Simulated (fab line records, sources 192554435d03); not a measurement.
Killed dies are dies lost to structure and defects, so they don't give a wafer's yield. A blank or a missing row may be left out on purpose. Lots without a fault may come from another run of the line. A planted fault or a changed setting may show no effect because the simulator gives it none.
Which tool did it? | flow n5_finfet | 10 lots, 27 wafers sampled, at 5 steps of a route of 1938

WHAT THE GAUGES READ, wafer by wafer
N5_BEOL_M1_THK_MEAS_01.
lot  | measured     | on            | M1_ILD_THK (nm)
L839 | day 6 18:04  | film_metro-02 | 78.4 77.6 77.9
L841 | day 7 06:12  | film_metro-01 | 76.8 78.4 78.5
L842 | day 7 11:31  | film_metro-02 | 78.1 79.0 78.5
L849 | day 9 07:32  | film_metro-01 | 88.4 79.1 80.4
L848 | day 9 07:35  | film_metro-02 | 78.6 77.3 80.2
L850 | day 9 14:56  | film_metro-02 | 88.0 79.3
L851 | day 9 19:14  | film_metro-01 | 87.3 79.9
L854 | day 10 10:15 | film_metro-01 | 79.4 80.8
L858 | day 11 11:07 | film_metro-02 | 79.1 81.5 82.1
L857 | day 11 11:23 | film_metro-02 | 80.6 80.5 82.2

WHICH TOOL RAN EACH LOT (tool, then ch and the chambers of the sampled wafers, then the start)
lot  | N5_BEOL_M0_SPUTTER_116       | N5_BEOL_M0_ANNEAL_117        | N5_BEOL_M0_ANNEAL_119            | N5_BEOL_M1_ILD_DEP_00
L839 | pvd_sputter-03, day 6 16:31  | pvd_sputter-03, day 6 16:36  | rtp_anneal-02 ch 0, day 6 17:05  | pecvd-02 ch 0,1,2, day 6 17:59
L841 | pvd_sputter-02, day 7 04:40  | pvd_sputter-02, day 7 04:44  | rtp_anneal-02 ch 0, day 7 05:13  | pecvd-01 ch 0,2, day 7 06:08
L842 | pvd_sputter-01, day 7 09:42  | pvd_sputter-01, day 7 09:47  | rtp_anneal-01 ch 0, day 7 10:39  | pecvd-02 ch 0,1,2, day 7 11:28
L849 | pvd_sputter-01, day 9 05:55  | pvd_sputter-01, day 9 06:00  | rtp_anneal-02 ch 0, day 9 06:28  | pecvd-02 ch 1,2, day 9 07:26
L848 | pvd_sputter-02, day 9 06:03  | pvd_sputter-02, day 9 06:08  | rtp_anneal-01 ch 0, day 9 06:39  | pecvd-04 ch 1,2, day 9 07:31
L850 | pvd_sputter-01, day 9 12:44  | pvd_sputter-01, day 9 12:49  | rtp_anneal-02 ch 0, day 9 13:57  | pecvd-02 ch 0,2, day 9 14:52
L851 | pvd_sputter-03, day 9 17:31  | pvd_sputter-03, day 9 17:35  | rtp_anneal-02 ch 0, day 9 18:14  | pecvd-02 ch 1,2, day 9 19:10
L854 | pvd_sputter-01, day 10 08:42 | pvd_sputter-01, day 10 08:47 | rtp_anneal-01 ch 0, day 10 09:18 | pecvd-04 ch 1, day 10 10:10
L858 | pvd_sputter-03, day 11 09:25 | pvd_sputter-03, day 11 09:29 | rtp_anneal-02 ch 0, day 11 10:13 | pecvd-04 ch 0,2, day 11 11:03
L857 | pvd_sputter-03, day 11 09:51 | pvd_sputter-03, day 11 09:56 | rtp_anneal-02 ch 0, day 11 10:30 | pecvd-04 ch 0,1, day 11 11:19
- N5_BEOL_M0_SPUTTER_116: material Cu, target thk 4 nm, time 7.37 s.
- N5_BEOL_M0_ANNEAL_117: time 60 s.
- N5_BEOL_M0_ANNEAL_119: time 90 s.
- N5_BEOL_M1_ILD_DEP_00: deposits SiOC from DEMS/O2, target thk 79 nm, time 15.3 s.

THE ANSWER, worked out from the rows above alone
Rule: what is usual is taken from the lots themselves. Put in order of their means at a reading, lots are off if they are a third of the lots or fewer, leave a main group of 4 or more, and stand apart from it by a gap of 3 or more times the standard deviation of the main group's means; of several such gaps the widest counts. A main group whose means are all the same, to the digits that the tables above print for the reading, isn't used. A lot without any number at a reading at which 4 lots or more have one is off too. The other lots that the step has rows for count as sound.
No lot is off at any reading shown: from this, nothing can be told.

WHAT THE SIMULATOR HAD PUT IN
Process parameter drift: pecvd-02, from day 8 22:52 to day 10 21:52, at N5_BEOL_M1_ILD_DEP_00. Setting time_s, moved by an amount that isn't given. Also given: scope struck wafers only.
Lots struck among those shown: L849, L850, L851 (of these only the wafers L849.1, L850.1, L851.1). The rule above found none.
